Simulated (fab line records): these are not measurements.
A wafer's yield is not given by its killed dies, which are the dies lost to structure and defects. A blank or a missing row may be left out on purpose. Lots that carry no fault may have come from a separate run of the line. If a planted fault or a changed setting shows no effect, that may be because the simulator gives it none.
What tool caused it?	flow nand harc	20 wafers from 7 lots sampled at 4 of the route's 1302 steps

## WHAT EACH GAUGE READ, for each wafer
NHARC_A_ONON_D2_THK_MEAS_14: measures by ellipsometry.
lot	measured	on	thk nm (nm)
L179	day 12 19:41	film metro-01	1013 1014 1013
L182	day 14 05:10	film metro-01	1013 1016 1015
L185	day 15 06:22	film metro-02	996 995 995
L188	day 17 06:58	film metro-01	1008 1008 1007
L194	day 19 03:39	film metro-02	989 988 989
L196	day 19 18:06	film metro-01	1539 988
L201	day 22 05:41	film metro-01	1000 999 996

## WHICH TOOL RAN EACH LOT (tool, then ch and the chambers of the sampled wafers, then the start)
lot	NHARC_A_CHANNEL_FILL_D1_ETCHBACK_19	NHARC_A_DECK1_JOINT_CMP_13	NHARC_A_ONON_D2_DEP_12
L179	rie si-02 ch 0,1,2, day 10 05:16	cmp-03 ch 0,3, day 11 15:23	pecvd onon-04 ch 0, day 12 19:14
L182	rie si-02 ch 2,3, day 11 13:55	cmp-04 ch 0,1,2, day 13 00:36	pecvd onon-03 ch 0, day 14 04:39
L185	rie si-03 ch 0,2,3, day 12 13:34	cmp-02 ch 0,2, day 14 00:14	pecvd onon-01 ch 0, day 15 05:50
L188	rie si-02 ch 1,2,3, day 14 04:47	cmp-02 ch 1,2,3, day 15 17:30	pecvd onon-04 ch 0, day 17 06:27
L194	rie si-02 ch 0,1,2, day 16 11:29	cmp-04 ch 2,3, day 17 22:14	pecvd onon-01 ch 0, day 19 03:12
L196	rie si-03 ch 2,3, day 17 06:20	cmp-04 ch 0,1, day 18 17:37	pecvd onon-04 ch 0, day 19 17:39
L201	rie si-03 ch 0,1,3, day 19 09:04	cmp-03 ch 0,2,3, day 20 21:57	pecvd onon-01 ch 0, day 22 05:10
- NHARC_A_CHANNEL_FILL_D1_ETCHBACK_19: etches the open film in HBr/Cl2, target depth 5 nm, time 1.7 s.
- NHARC_A_DECK1_JOINT_CMP_13: polishes, target thk 51.023 nm.
- NHARC_A_ONON_D2_DEP_12: target thk 1000 nm.

## THE ANSWER, worked out from the rows above alone
Rule: usual is defined by the lots themselves. The widest of any qualifying gaps counts: lots, ordered by their means at a reading, are off when they make up no more than a third of the lots, leave a main group of 4 or more, and stand apart from it by 3 or more times the standard deviation of that group's means. Not used: any main group whose means are identical at the precision the tables above print for the reading. A lot without any number at a reading at which 4 lots or more have one is off too. All remaining lots with rows at the step are treated as sound.
Off at NHARC_A_ONON_D2_THK_MEAS_14 (thk nm): L196. The main group: mean 1003 nm, standard deviation 9.6.
A tool fits if, at a process step before that reading, it ran every lot that is off, and no sound lot after the first of them. The gauges at NHARC_A_ONON_D2_THK_MEAS_14 are tried like those tools. Undecided on this evidence; 2 tools fit (cmp-04 at NHARC_A_DECK1_JOINT_CMP_13, pecvd onon-04 at NHARC_A_ONON_D2_DEP_12).

## WHAT THE SIMULATOR HAD INSERTED
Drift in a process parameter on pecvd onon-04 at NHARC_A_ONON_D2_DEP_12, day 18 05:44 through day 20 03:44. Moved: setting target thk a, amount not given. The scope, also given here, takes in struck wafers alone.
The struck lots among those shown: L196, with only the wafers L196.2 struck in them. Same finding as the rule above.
